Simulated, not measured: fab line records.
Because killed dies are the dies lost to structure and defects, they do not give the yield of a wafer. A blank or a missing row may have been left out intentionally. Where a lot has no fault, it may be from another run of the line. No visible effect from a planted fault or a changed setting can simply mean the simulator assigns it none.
fab line records ; flow nandHarc
record lots=12; wafers=36; lastDay=31
route steps=1302 shown P_M0@272 P_M1@293 END@1302
lots with no fault: from the same line, run without faults
startH: start of the lot's first displayed wafer, in hours after the record's first day ; waitH: hours since the lot's step before ; " unchanged from the row above ; L1.1+2: one row covering several wafers at once ; - no value present, or no start provided ; * or withheld: withheld ; < > ~ a bound
route shown NAME@n: a module of which the file shows steps, and the number in the route of the first ; usual: the fault-free wafers' mean and standard deviation ; same: alike in all rows ; chamber/n: place in a boat ; sites: readings site by site ; _std_site: the standard deviation of these ; _edge_site: mean of outer sites minus mean of inner sites ; radiusMm: for every site, how far away it sits from the centre of the wafer ; mask NAME#n: copy n ; behind: the most recent tool/chamber to have shaped the wafer ; hold: reason for holding the lot/hours on hold/outcome of the hold ; device: whichever transistor did not switch (one of n, p or np) ; end of line: the same wafers' tests at the end of the route ; a step with no rows: only its recipe ; killed: count of dies lost to structure and defects at first sort (not the wafer's yield) ; map: shows each die of a wafer: x if killed, . if not, _ if none is there
set.NAME: the setting the step ran with; set.NAME@STEP: the setting that earlier step ran with ; model.NAME: the simulator's own value behind a step, which no gauge read
route steps across a sampled set of lots; one table per step, one row per wafer
services: when a tool's chamber went out of use (startH, in hours from the record's first day, below 0 if earlier), for how many hours, and the reason
## steps
# step NHARC_P_M0_DEGAS_28
# recipe tempC=250; timeS=60
# usual heaterPowerW=339/27
lot.wafer;tool;chamber;startH;waitH;heaterPowerW
L982.3;pvdSputter-01;-;128.04;-;323
L982.1;pvdSputter-01;-;128.04;-;354
L982.6;pvdSputter-01;-;128.04;-;313
L983.2;pvdSputter-02;-;128.49;-;304
L983.4;pvdSputter-02;-;128.49;-;358
L983.6;pvdSputter-02;-;128.49;-;357
L984.4;pvdSputter-03;-;141.32;-;320
L984.6;pvdSputter-03;-;141.32;-;296
L984.5;pvdSputter-03;-;141.32;-;320
L986.1;pvdSputter-03;-;162.99;-;299
L986.3;pvdSputter-03;-;162.99;-;305
L986.5;pvdSputter-03;-;162.99;-;296
L987.1;pvdSputter-02;-;169.90;-;311
L987.3;pvdSputter-02;-;169.90;-;369
L987.5;pvdSputter-02;-;169.90;-;370
L988.4;pvdSputter-02;-;186.65;-;363
L988.5;pvdSputter-02;-;186.65;-;366
L988.6;pvdSputter-02;-;186.65;-;361
L989.4;pvdSputter-01;-;203.05;-;381
L989.1;pvdSputter-01;-;203.05;-;313
L989.5;pvdSputter-01;-;203.05;-;332
L990.1;pvdSputter-01;-;207.13;-;332
L990.4;pvdSputter-01;-;207.13;-;352
L990.5;pvdSputter-01;-;207.13;-;377
L992.1;pvdSputter-02;-;234.56;-;368
L992.6;pvdSputter-02;-;234.56;-;374
L992.5;pvdSputter-02;-;234.56;-;352
L994.3;pvdSputter-01;-;248.60;-;321
L994.1;pvdSputter-01;-;248.60;-;377
L994.5;pvdSputter-01;-;248.60;-;362
L996.3;pvdSputter-03;-;265.75;-;304
L996.4;pvdSputter-03;-;265.75;-;340
L996.1;pvdSputter-03;-;265.75;-;298
L100.2;pvdSputter-01;-;304.64;-;359
L100.1;pvdSputter-01;-;304.64;-;328
L100.4;pvdSputter-01;-;304.64;-;372
# step NHARC_P_M0_DEP_32
# recipe targetThkA=300; tempC=370; targetThkNm=30; pressureTorr=3; flowSccm=200; rfW=450; material=SiCN
# usual heaterPowerW=589/76
lot.wafer;tool;chamber;startH;waitH;heaterPowerW
L982.1;pecvd-03;1;129.78;0.1;655
L982.3;pecvd-03;2;129.78;0.1;563
L982.6;pecvd-03;2;129.78;0.1;562
L983.2;pecvd-04;1;130.19;0.1;493
L983.4;pecvd-04;2;130.19;0.1;603
L983.6;pecvd-04;0;130.19;0.1;484
L984.4;pecvd-04;2;143.23;0.2;613
L984.6;pecvd-04;0;143.23;0.2;486
L984.5;pecvd-04;1;143.23;0.2;546
L986.3;pecvd-02;1;164.68;0.1;678
L986.1;pecvd-02;2;164.68;0.1;632
L986.5;pecvd-02;0;164.68;0.1;507
L987.1;pecvd-02;1;171.61;0.1;729
L987.3;pecvd-02;2;171.61;0.1;632
L987.5;pecvd-02;2;171.61;0.1;650
L988.6;pecvd-04;2;188.49;0.2;688
L988.4;pecvd-04;0;188.49;0.2;477
L988.5;pecvd-04;1;188.49;0.2;509
L989.1;pecvd-02;2;204.83;0.1;616
L989.5;pecvd-02;1;204.83;0.1;766
L989.4;pecvd-02;2;204.83;0.1;601
L990.1;pecvd-02;1;208.92;0.1;729
L990.5;pecvd-02;0;208.92;0.1;464
L990.4;pecvd-02;1;208.92;0.1;717
L992.1;pecvd-03;2;236.51;0.1;605
L992.6;pecvd-03;0;236.51;0.1;599
L992.5;pecvd-03;2;236.51;0.1;596
L994.1;pecvd-03;0;250.51;0.1;626
L994.3;pecvd-03;2;250.51;0.1;522
L994.5;pecvd-03;2;250.51;0.1;530
L996.1;pecvd-04;0;267.45;0.1;526
L996.3;pecvd-04;1;267.45;0.1;562
L996.4;pecvd-04;2;267.45;0.1;652
L100.2;pecvd-02;0;306.34;0.1;532
L100.1;pecvd-02;1;306.34;0.1;699
L100.4;pecvd-02;1;306.34;0.1;689
# step NHARC_P_M1_PEB_07
# recipe pebTempC=100; pebTimeS=65
lot.wafer;tool;chamber;startH;waitH
L982.1+3+6;lithoTrack-06;0;130.79;0.1
L983.2+4+6;lithoTrack-01;0;131.24;0.1
L984.4+5+6;lithoTrack-01;0;144.27;0.0
L986.1+3+5;lithoTrack-04;0;165.84;0.1
L987.1+3+5;lithoTrack-01;0;172.78;0.1
L988.4+5+6;lithoTrack-04;0;189.40;0.0
L989.1+4+5;lithoTrack-01;0;205.92;0.1
L990.1+4+5;lithoTrack-06;0;209.88;0.1
L992.1+5+6;lithoTrack-04;0;237.62;0.1
L994.1+3+5;lithoTrack-04;0;251.95;0.1
L996.1+3+4;lithoTrack-04;0;268.61;0.1
L100.1+2+4;lithoTrack-04;0;307.50;0.1
# step NHARC_P_M1_CD_MEAS_09
# recipe targetCdNm=130; landingEnergyEv=500
# usual cdNm=130.2/0.83
lot.wafer;tool;chamber;startH;waitH;cdNm
L982.1;cdSem-02;0;130.87;-;130.9
L982.3;cdSem-02;0;130.87;-;131.7
L982.6;cdSem-02;0;130.87;-;130.1
L983.2;cdSem-03;0;131.32;-;129.4
L983.4;cdSem-03;0;131.32;-;130.0
L983.6;cdSem-03;0;131.32;-;130.5
L984.4;cdSem-02;0;144.36;-;129.4
L984.5;cdSem-02;0;144.36;-;130.0
L984.6;cdSem-02;0;144.36;-;130.9
L986.1;cdSem-01;0;165.92;-;129.9
L986.3;cdSem-01;0;165.92;-;129.3
L986.5;cdSem-01;0;165.92;-;129.8
L987.1;cdSem-01;0;172.86;-;130.0
L987.3;cdSem-01;0;172.86;-;131.2
L987.5;cdSem-01;0;172.86;-;129.8
L988.4;cdSem-03;0;189.49;-;128.7
L988.5;cdSem-03;0;189.49;-;129.3
L988.6;cdSem-03;0;189.49;-;130.7
L989.1;cdSem-02;0;205.99;-;130.1
L989.4;cdSem-02;0;205.99;-;130.1
L989.5;cdSem-02;0;205.99;-;129.5
L990.1;cdSem-01;0;209.96;-;130.9
L990.4;cdSem-01;0;209.96;-;131.7
L990.5;cdSem-01;0;209.96;-;130.5
L992.1;cdSem-01;0;237.70;-;130.9
L992.5;cdSem-01;0;237.70;-;129.7
L992.6;cdSem-01;0;237.70;-;128.8
L994.1;cdSem-03;0;252.03;-;129.4
L994.3;cdSem-03;0;252.03;-;130.4
L994.5;cdSem-03;0;252.03;-;130.0
L996.1;cdSem-03;0;268.69;-;129.2
L996.3;cdSem-03;0;268.69;-;130.3
L996.4;cdSem-03;0;268.69;-;130.4
L100.1;cdSem-01;0;307.58;-;132.8
L100.2;cdSem-01;0;307.58;-;129.2
L100.4;cdSem-01;0;307.58;-;129.6
# step NHARC_P_M1_ETCH_28
# recipe targetDepthA=300; overEtchFrac=0.3; timeS=72.99; ionEnergyEv=150; cf4FlowSccm=50; n2FlowSccm=100; arFlowSccm=150; rfW=300; biasW=100; chemistry=CF4/N2
# usual biasW=100.0/0.31; drypumpMotorCurrentA=5.7/0.38; oesProductAu=1.002/0.014; rfVppV=314.3/1.9; showerheadPlenumPTorr=2.64/0.1; throttleValvePct=19.794/0.009
lot.wafer;tool;chamber;startH;waitH;biasW;drypumpMotorCurrentA;oesProductAu;rfHoursCounterH;rfVppV;showerheadPlenumPTorr;throttleValvePct
L982.1;rieDiel-08;1;-;-;99.0;5.7;1.015;8;311.6;2.54;19.790
L982.3;rieDiel-08;3;-;-;99.7;5.6;1.017;7;312.6;2.53;19.814
L982.6;rieDiel-08;1;-;-;99.8;5.7;1.007;-;312.2;2.54;19.798
L983.2;rieDiel-13;1;-;-;99.6;6.5;1.006;44;310.3;2.43;19.809
L983.4;rieDiel-13;2;-;-;100.7;4.9;0.995;45;313.4;2.54;19.798
L983.6;rieDiel-13;0;-;-;100.3;5.3;1.000;-;314.2;2.65;19.806
L984.4;rieDiel-11;3;-;-;99.8;6.2;1.016;5;316.2;2.68;19.784
L984.5;rieDiel-11;3;-;-;99.9;6.2;1.021;-;315.0;2.68;19.801
L984.6;rieDiel-11;0;-;-;100.5;5.4;1.020;-;312.5;2.56;19.787
L986.3;rieDiel-11;3;-;-;100.4;6.2;1.019;8;313.9;2.68;19.798
L986.1;rieDiel-11;0;-;-;100.3;5.4;1.020;7;312.7;2.56;19.799
L986.5;rieDiel-11;2;-;-;99.9;5.4;0.994;-;317.1;2.78;19.802
L987.1;rieDiel-11;1;-;-;100.2;6.3;0.982;9;313.7;2.62;19.803
L987.3;rieDiel-11;0;-;-;100.4;5.4;1.016;8;313.2;2.56;19.802
L987.5;rieDiel-11;1;-;-;100.0;6.3;0.985;-;314.9;2.62;19.794
L988.4;rieDiel-13;3;-;-;100.1;6.1;0.997;6;314.9;2.64;19.797
L988.5;rieDiel-13;3;-;-;100.3;6.1;1.008;-;315.7;2.64;19.787
L988.6;rieDiel-13;0;-;-;100.4;5.3;1.001;-;315.0;2.64;19.788
L989.1;rieDiel-13;0;-;-;99.9;5.3;0.991;9;315.0;2.64;19.782
L989.4;rieDiel-13;2;-;-;100.0;4.9;1.010;10;310.7;2.53;19.799
L989.5;rieDiel-13;3;-;-;100.3;6.0;1.011;-;313.3;2.64;19.799
L990.4;rieDiel-11;0;-;-;100.0;5.3;1.015;11;313.1;2.56;19.807
L990.1;rieDiel-11;1;-;-;100.4;6.3;0.998;12;314.4;2.62;19.790
L990.5;rieDiel-11;1;-;-;100.2;6.3;0.995;-;315.0;2.62;19.791
L992.1;rieDiel-08;0;-;-;100.3;5.5;1.005;3;313.1;2.58;19.787
L992.5;rieDiel-08;0;-;-;99.7;5.5;1.008;-;312.1;2.58;19.790
L992.6;rieDiel-08;1;-;-;100.2;5.6;1.008;-;312.8;2.53;19.791
L994.3;rieDiel-11;3;-;-;100.8;6.1;1.014;16;314.3;2.67;19.782
L994.1;rieDiel-11;1;-;-;99.9;6.3;1.002;16;314.4;2.62;19.788
L994.5;rieDiel-11;2;-;-;99.7;5.4;0.980;-;318.2;2.78;19.783
L996.4;rieDiel-08;1;-;-;100.2;5.6;1.003;6;311.8;2.53;19.807
L996.1;rieDiel-08;2;-;-;100.1;5.8;0.983;6;317.4;2.82;19.807
L996.3;rieDiel-08;3;-;-;100.0;5.6;0.992;6;313.4;2.53;19.794
L100.1;rieDiel-08;1;-;-;99.8;5.7;1.005;7;312.4;2.53;19.778
L100.2;rieDiel-08;3;-;-;100.1;5.6;1.013;8;312.9;2.53;19.787
L100.4;rieDiel-08;0;-;-;100.5;5.5;0.995;7;312.4;2.58;19.801
# step NHARC_END_SORT_01
# recipe tempC=25
# usual defectLimitedYield=90/3.1; killedAtArray=59/20; killedAtOther=0.8/1.1; killedAtPeriphery=5/3.1; killedDies=64/21; killedOpen=3.4/1.9; killedShort=2.3/1.7
# same grossDies=677
lot.wafer;tool;chamber;startH;waitH;defectLimitedYield[%];killedAtArray;killedAtOther;killedAtPeriphery;killedDies;killedOpen;killedShort
L983.2;prober-02;0;561.56;2.8;97;22;1;0;23;2;2
L983.4;prober-02;0;563.16;3.4;97;17;0;2;19;2;3
L983.6;prober-02;0;564.76;4.0;97;20;0;3;23;2;3
L982.1;prober-01;0;574.21;2.5;86;84;1;13;98;4;5
L982.3;prober-01;0;575.78;3.1;84;99;0;8;107;5;2
L982.6;prober-01;0;578.14;3.9;87;80;0;7;87;2;3
L984.4;prober-02;0;576.62;3.4;86;91;1;4;96;2;1
L984.5;prober-02;0;577.42;3.7;88;76;1;4;81;6;2
L984.6;prober-02;0;578.22;4.0;89;68;0;4;72;2;1
L986.1;prober-01;0;587.49;2.5;96;21;1;6;28;9;0
L986.3;prober-01;0;589.09;3.1;96;22;0;2;24;2;2
L986.5;prober-01;0;590.69;3.7;97;20;0;2;22;3;2
L987.1;prober-01;0;609.87;2.5;90;64;0;3;67;2;2
L987.3;prober-01;0;611.46;3.1;88;79;0;4;83;1;1
L987.5;prober-01;0;613.05;3.7;88;78;0;0;78;1;1
L988.4;prober-02;0;612.23;3.4;94;38;0;4;42;3;0
L988.5;prober-02;0;613.03;3.7;93;43;1;4;48;6;1
L988.6;prober-02;0;613.83;4.0;93;47;1;2;50;7;2
L990.1;prober-02;0;634.51;2.5;90;62;0;3;65;3;2
L990.4;prober-02;0;636.93;3.4;91;61;0;3;64;2;1
L990.5;prober-02;0;637.74;3.7;91;58;1;4;63;6;2
L989.1;prober-01;0;645.57;2.5;94;43;0;0;43;1;2
L989.4;prober-01;0;647.96;3.4;92;52;0;1;53;3;1
L989.5;prober-01;0;648.75;3.7;94;43;0;1;44;4;0
L992.1;prober-01;0;674.46;2.5;88;78;1;2;81;2;3
L992.5;prober-01;0;677.65;3.7;90;65;0;4;69;4;2
L992.6;prober-01;0;678.45;4.0;86;84;1;9;94;10;1
L994.1;prober-02;0;689.56;2.5;93;45;0;4;49;0;3
L994.3;prober-02;0;691.15;3.1;93;43;2;4;49;4;3
L994.5;prober-02;0;692.74;3.7;91;56;3;5;64;5;4
L996.1;prober-01;0;700.49;2.5;84;103;0;6;109;8;3
L996.3;prober-01;0;702.10;3.1;87;84;1;4;89;4;1
L996.4;prober-01;0;702.90;3.4;86;89;1;6;96;2;3
L100.1;prober-02;0;745.83;2.5;88;69;1;10;80;2;4
L100.2;prober-02;0;746.62;2.8;87;73;5;8;86;5;1
L100.4;prober-02;0;748.21;3.4;87;74;1;16;91;5;2
# killed by level:class
L983.2 A_CHANNEL_HOLE_D2:chamberFilmFlake=8 A_CONTACT:chamberFilmFlake=4 A_STAIRCASE:chamberFilmFlake=3 A_ONON_D2:geometricParticle:open=2 A_WL_FILL:chamberFilmFlake=2 A_CHANNEL_FILL_D2:geometricParticle:short=1 STARTING-WAFER:geometricParticle:short=1 A_ZERO_WELL:chamberFilmFlake=1
L983.4 A_CONTACT:chamberFilmFlake=4 A_CHANNEL_FILL_D2:geometricParticle:short=3 A_CHANNEL_HOLE_D1:chamberFilmFlake=2 A_CHANNEL_HOLE_D2:chamberFilmFlake=2 A_STAIRCASE:chamberFilmFlake=2 A_WL_FILL:chamberFilmFlake=2 P_M0:geometricParticle:open=1 A_CHANNEL_FILL_D2:geometricParticle:open=1
L983.6 A_ZERO_WELL:chamberFilmFlake=5 A_CHANNEL_HOLE_D2:chamberFilmFlake=3 A_STAIRCASE:chamberFilmFlake=3 A_CONTACT:chamberFilmFlake=3 A_CHANNEL_HOLE_D1:chamberFilmFlake=2 P_GATE:geometricParticle:open=1 P_M0:geometricParticle:open=1 A_CHANNEL_FILL_D1:geometricParticle:short=1
L982.1 A_CHANNEL_HOLE_D1:chamberFilmFlake=31 A_CHANNEL_HOLE_D2:chamberFilmFlake=28 A_STAIRCASE:chamberFilmFlake=7 P_ZERO_WELL:chamberFilmFlake=4 P_CONTACT:chamberFilmFlake=4 A_DECK1_JOINT:chamberFilmFlake=4 A_CONTACT:chamberFilmFlake=3 A_CONTACT:geometricParticle:open=2
L982.3 A_CHANNEL_HOLE_D1:chamberFilmFlake=38 A_CHANNEL_HOLE_D2:chamberFilmFlake=32 A_STAIRCASE:chamberFilmFlake=11 P_M0:chamberFilmFlake=4 A_CONTACT:chamberFilmFlake=4 A_WL_FILL:chamberFilmFlake=3 A_ONON_D1:geometricParticle:open=2 A_ONON_D2:geometricParticle:open=2
L984.4 A_CHANNEL_HOLE_D1:chamberFilmFlake=35 A_CHANNEL_HOLE_D2:chamberFilmFlake=28 A_SLIT:chamberFilmFlake=19 A_SGD_CUT:chamberFilmFlake=3 A_WL_FILL:chamberFilmFlake=2 A_DECK1_JOINT:geometricParticle:open=1 P_M0:chamberFilmFlake=1 A_SGD_CUT:geometricParticle:short=1
L984.5 A_CHANNEL_HOLE_D1:chamberFilmFlake=27 A_CHANNEL_HOLE_D2:chamberFilmFlake=18 A_SLIT:chamberFilmFlake=15 A_CONTACT:chamberFilmFlake=4 P_CONTACT:geometricParticle:open=2 P_STI:chamberFilmFlake=2 A_SGD_CUT:chamberFilmFlake=2 A_CHANNEL_HOLE_D1:geometricParticle:open=1
L982.6 A_CHANNEL_HOLE_D2:chamberFilmFlake=34 A_CHANNEL_HOLE_D1:chamberFilmFlake=31 A_STAIRCASE:chamberFilmFlake=6 A_CONTACT:chamberFilmFlake=6 P_CONTACT:chamberFilmFlake=2 P_CONTACT:geometricParticle:short=1 P_M0:geometricParticle:short=1 A_CHANNEL_FILL_D1:geometricParticle:short=1
L984.6 A_CHANNEL_HOLE_D1:chamberFilmFlake=27 A_SLIT:chamberFilmFlake=21 A_CHANNEL_HOLE_D2:chamberFilmFlake=13 A_CONTACT:chamberFilmFlake=3 P_GATE:chamberFilmFlake=2 P_GATE:geometricParticle:open=1 A_CHANNEL_HOLE_D1:geometricParticle:short=1 A_BLC:geometricParticle:open=1
L986.1 A_CHANNEL_HOLE_D2:chamberFilmFlake=7 A_CONTACT:chamberFilmFlake=4 P_CONTACT:geometricParticle:open=3 A_CHANNEL_HOLE_D1:chamberFilmFlake=3 A_ONON_D2:geometricParticle:open=2 P_GATE:chamberFilmFlake=2 P_GATE:geometricParticle:open=1 A_SOURCE_PLATE:geometricParticle:open=1
L986.3 A_CHANNEL_HOLE_D2:chamberFilmFlake=12 A_CHANNEL_HOLE_D1:chamberFilmFlake=3 A_SOURCE_PLATE:geometricParticle:short=1 A_ONON_D2:geometricParticle:short=1 A_CHANNEL_FILL_D2:geometricParticle:open=1 A_M0:geometricParticle:open=1 P_ZERO_WELL:chamberFilmFlake=1 P_GATE:chamberFilmFlake=1
L986.5 A_CHANNEL_HOLE_D2:chamberFilmFlake=12 A_M0:geometricParticle:open=2 P_GATE:chamberFilmFlake=2 A_CHANNEL_HOLE_D1:chamberFilmFlake=2 A_SOURCE_PLATE:geometricParticle:open=1 A_SOURCE_PLATE:geometricParticle:short=1 A_CHANNEL_FILL_D1:geometricParticle:short=1 A_SLIT:chamberFilmFlake=1
L987.1 A_CHANNEL_HOLE_D1:chamberFilmFlake=37 A_SLIT:chamberFilmFlake=17 A_M0:chamberFilmFlake=4 A_CHANNEL_HOLE_D2:chamberFilmFlake=3 P_M0:geometricParticle:open=2 A_ONON_D2:geometricParticle:short=1 A_M0:geometricParticle:short=1 P_STI:chamberFilmFlake=1
L987.3 A_CHANNEL_HOLE_D1:chamberFilmFlake=37 A_SLIT:chamberFilmFlake=25 A_CHANNEL_HOLE_D2:chamberFilmFlake=10 A_M0:chamberFilmFlake=4 P_GATE:chamberFilmFlake=3 P_CONTACT:geometricParticle:open=1 A_SOURCE_PLATE:geometricParticle:short=1 A_STAIRCASE:chamberFilmFlake=1
L988.4 A_CHANNEL_HOLE_D2:chamberFilmFlake=27 A_CONTACT:chamberFilmFlake=6 P_M0:geometricParticle:open=2 P_ZERO_WELL:chamberFilmFlake=2 A_CHANNEL_HOLE_D1:chamberFilmFlake=2 A_CHANNEL_FILL_D2:geometricParticle:open=1 A_STAIRCASE:chamberFilmFlake=1 A_SLIT:chamberFilmFlake=1
L988.5 A_CHANNEL_HOLE_D2:chamberFilmFlake=31 A_CONTACT:chamberFilmFlake=4 P_M0:geometricParticle:open=2 A_CHANNEL_HOLE_D1:chamberFilmFlake=2 A_STAIRCASE:chamberFilmFlake=2 P_STI:geometricParticle:open=1 A_ONON_D1:geometricParticle:short=1 A_BLC:geometricParticle:open=1
L987.5 A_CHANNEL_HOLE_D1:chamberFilmFlake=34 A_SLIT:chamberFilmFlake=30 A_CHANNEL_HOLE_D2:chamberFilmFlake=6 A_CONTACT:chamberFilmFlake=2 A_M0:chamberFilmFlake=2 A_ONON_D1:geometricParticle:open=1 A_ONON_D2:geometricParticle:short=1 A_DECK1_JOINT:chamberFilmFlake=1
L988.6 A_CHANNEL_HOLE_D2:chamberFilmFlake=32 A_STAIRCASE:chamberFilmFlake=3 A_CONTACT:chamberFilmFlake=3 A_M0:geometricParticle:open=2 P_GATE:geometricParticle:open=1 P_M0:geometricParticle:open=1 A_SOURCE_PLATE:geometricParticle:open=1 A_ONON_D2:geometricParticle:open=1
L990.1 A_CHANNEL_HOLE_D1:chamberFilmFlake=40 A_CHANNEL_HOLE_D2:chamberFilmFlake=9 A_CONTACT:chamberFilmFlake=4 A_WL_FILL:chamberFilmFlake=3 P_CONTACT:geometricParticle:open=1 A_SOURCE_PLATE:geometricParticle:open=1 A_ONON_D1:geometricParticle:short=1 A_ONON_D1:geometricParticle:open=1
L990.4 A_CHANNEL_HOLE_D1:chamberFilmFlake=35 A_CHANNEL_HOLE_D2:chamberFilmFlake=11 A_CONTACT:chamberFilmFlake=7 A_WL_FILL:chamberFilmFlake=5 P_GATE:geometricParticle:open=1 A_SOURCE_PLATE:geometricParticle:short=1 A_ONON_D2:geometricParticle:open=1 P_ZERO_WELL:chamberFilmFlake=1
L990.5 A_CHANNEL_HOLE_D1:chamberFilmFlake=31 A_CHANNEL_HOLE_D2:chamberFilmFlake=8 A_CONTACT:chamberFilmFlake=8 A_CHANNEL_FILL_D1:geometricParticle:open=2 A_STAIRCASE:chamberFilmFlake=2 P_CONTACT:geometricParticle:short=1 P_M0:geometricParticle:open=1 A_ONON_D1:geometricParticle:open=1
L989.1 A_CHANNEL_HOLE_D2:chamberFilmFlake=32 A_CHANNEL_HOLE_D1:chamberFilmFlake=3 A_WL_FILL:chamberFilmFlake=2 A_CHANNEL_FILL_D1:geometricParticle:short=1 A_DECK1_JOINT:geometricParticle:short=1 A_CHANNEL_FILL_D2:geometricParticle:open=1 A_STAIRCASE:chamberFilmFlake=1 A_SLIT:chamberFilmFlake=1
L989.4 A_CHANNEL_HOLE_D2:chamberFilmFlake=37 A_CHANNEL_HOLE_D1:chamberFilmFlake=3 A_STAIRCASE:chamberFilmFlake=3 A_SLIT:chamberFilmFlake=3 A_CHANNEL_FILL_D1:geometricParticle:short=1 A_DECK1_JOINT:geometricParticle:open=1 A_WL_FILL:geometricParticle:open=1 A_CONTACT:geometricParticle:open=1
L989.5 A_CHANNEL_HOLE_D2:chamberFilmFlake=29 A_CHANNEL_HOLE_D1:chamberFilmFlake=6 A_STAIRCASE:chamberFilmFlake=2 A_BONDPAD:chamberFilmFlake=2 P_M1:geometricParticle:open=1 A_CHANNEL_FILL_D1:geometricParticle:open=1 A_CHANNEL_HOLE_D2:geometricParticle:open=1 A_WL_FILL:geometricParticle:open=1
L992.1 A_CHANNEL_HOLE_D1:chamberFilmFlake=33 A_SLIT:chamberFilmFlake=23 A_CONTACT:chamberFilmFlake=8 A_STAIRCASE:chamberFilmFlake=3 A_M1:chamberFilmFlake=3 A_CHANNEL_HOLE_D2:chamberFilmFlake=2 P_CONTACT:geometricParticle:open=1 A_ONON_D1:geometricParticle:short=1
L992.5 A_CHANNEL_HOLE_D1:chamberFilmFlake=28 A_SLIT:chamberFilmFlake=25 A_CHANNEL_HOLE_D2:unspecified=3 A_M1:chamberFilmFlake=3 P_GATE:chamberFilmFlake=2 P_M1:geometricParticle:short=1 P_M2:geometricParticle:open=1 A_ONON_D2:geometricParticle:short=1
L992.6 A_CHANNEL_HOLE_D1:chamberFilmFlake=34 A_SLIT:chamberFilmFlake=34 A_M1:chamberFilmFlake=6 P_M0:geometricParticle:open=5 P_M2:geometricParticle:open=2 P_ZERO_WELL:chamberFilmFlake=2 A_CHANNEL_HOLE_D2:unspecified=2 A_ONON_D1:geometricParticle:short=1
L994.1 A_SLIT:chamberFilmFlake=18 A_CONTACT:chamberFilmFlake=8 A_WL_FILL:chamberFilmFlake=6 A_CHANNEL_HOLE_D1:chamberFilmFlake=4 A_STAIRCASE:chamberFilmFlake=3 A_M1:chamberFilmFlake=3 P_GATE:geometricParticle:short=2 A_SLIT:geometricParticle:short=1
L994.3 A_SLIT:chamberFilmFlake=20 A_CONTACT:chamberFilmFlake=6 A_CHANNEL_HOLE_D1:chamberFilmFlake=3 P_ZERO_WELL:chamberFilmFlake=2 A_CHANNEL_HOLE_D2:chamberFilmFlake=2 A_SGD_CUT:chamberFilmFlake=2 A_WL_FILL:chamberFilmFlake=2 THIN_TSV:chamberFilmFlake=2
L994.5 A_SLIT:chamberFilmFlake=34 A_CHANNEL_HOLE_D1:chamberFilmFlake=5 A_CONTACT:chamberFilmFlake=5 A_WL_FILL:chamberFilmFlake=3 P_M0:geometricParticle:open=2 A_DECK1_JOINT:geometricParticle:short=2 A_STAIRCASE:chamberFilmFlake=2 A_SGD_CUT:chamberFilmFlake=2
L996.1 A_CHANNEL_HOLE_D1:chamberFilmFlake=32 A_CHANNEL_HOLE_D2:chamberFilmFlake=30 A_SLIT:chamberFilmFlake=17 A_CONTACT:chamberFilmFlake=8 A_STAIRCASE:chamberFilmFlake=4 A_SGD_CUT:chamberFilmFlake=3 P_M0:geometricParticle:open=2 A_M0:geometricParticle:open=2
L996.3 A_CHANNEL_HOLE_D1:chamberFilmFlake=27 A_SLIT:chamberFilmFlake=24 A_CHANNEL_HOLE_D2:chamberFilmFlake=15 A_CONTACT:chamberFilmFlake=7 A_SGD_CUT:chamberFilmFlake=3 A_STAIRCASE:chamberFilmFlake=3 A_M0:geometricParticle:open=2 P_CONTACT:geometricParticle:open=1
L996.4 A_CHANNEL_HOLE_D1:chamberFilmFlake=30 A_SLIT:chamberFilmFlake=25 A_CHANNEL_HOLE_D2:chamberFilmFlake=20 A_CONTACT:chamberFilmFlake=4 P_BONDPAD:chamberFilmFlake=3 A_STAIRCASE:chamberFilmFlake=3 P_GATE:chamberFilmFlake=2 P_M2:geometricParticle:open=1
L100.1 A_SLIT:chamberFilmFlake=33 A_CHANNEL_HOLE_D2:chamberFilmFlake=17 A_CHANNEL_HOLE_D1:chamberFilmFlake=6 P_M0:chamberFilmFlake=4 A_CONTACT:chamberFilmFlake=3 P_CONTACT:chamberFilmFlake=2 A_STAIRCASE:chamberFilmFlake=2 A_SGD_CUT:chamberFilmFlake=2
L100.2 A_CHANNEL_HOLE_D2:chamberFilmFlake=28 A_SLIT:chamberFilmFlake=20 A_CHANNEL_HOLE_D1:chamberFilmFlake=7 THIN_TSV:chamberFilmFlake=5 P_M0:chamberFilmFlake=4 A_ZERO_WELL:chamberFilmFlake=4 A_WL_FILL:chamberFilmFlake=3 P_ZERO_WELL:chamberFilmFlake=2
L100.4 A_CHANNEL_HOLE_D2:chamberFilmFlake=23 A_SLIT:chamberFilmFlake=20 A_STAIRCASE:chamberFilmFlake=8 A_CHANNEL_HOLE_D1:chamberFilmFlake=7 P_CONTACT:chamberFilmFlake=5 P_M0:chamberFilmFlake=5 A_CONTACT:chamberFilmFlake=4 A_WL_FILL:chamberFilmFlake=3
## services
tool;chamber;startH;hours;kind
pvdSputter-01;-;114.96;9.8;repair
pvdSputter-02;-;115.66;2.8;repair
pvdSputter-02;-;130.63;14.1;repair
rieDiel-08;1;151.33;4.0;repair
rieDiel-08;-;154.47;1.6;repair
lithoTrack-01;-;155.00;7.0;pm
rieDiel-13;-;165.12;9.0;pm
pvdSputter-03;-;170.00;10.0;pm
pecvd-02;1;176.22;12.1;repair
rieDiel-08;0;176.66;12.7;repair
pecvd-03;-;185.00;13.0;pm
rieDiel-08;-;190.81;9.0;pm
pvdSputter-03;-;201.48;1.6;repair
lithoTrack-04;-;203.00;7.0;pm
rieDiel-13;3;222.52;3.8;repair
pvdSputter-01;-;226.00;10.0;pm
pecvd-02;-;227.41;13.0;pm
pecvd-03;1;230.68;21.7;repair
pecvd-03;2;237.38;6.5;repair
pecvd-04;2;248.93;13.7;repair
rieDiel-11;-;255.52;9.0;pm
pvdSputter-03;-;257.14;2.1;repair
pecvd-04;-;269.16;13.0;pm
pvdSputter-02;-;282.00;10.0;pm
## key
firstSign step=NHARC_P_M1_CD_MEAS_09; reading=cdNm; direction=up; sigmas=3.1; usual=130.2; struck=132.8
effect none on later readings
metAt NHARC_P_M1_PEB_07
struckLots L100
struckWafers L100.1
notActingAt NHARC_P_M0_DEGAS_28,NHARC_P_M0_DEP_32,NHARC_P_M1_ETCH_28
onsetBetween 268.61 307.50
fault kind=processParameterDrift; tool=lithoTrack-04; chamber=-; onsetH=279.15; steps=NHARC_P_M1_PEB_07; channel=pebTimeS; offset=*; shape=step; endH=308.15; scope=struckWafersOnly; actsIn=*; stated=*
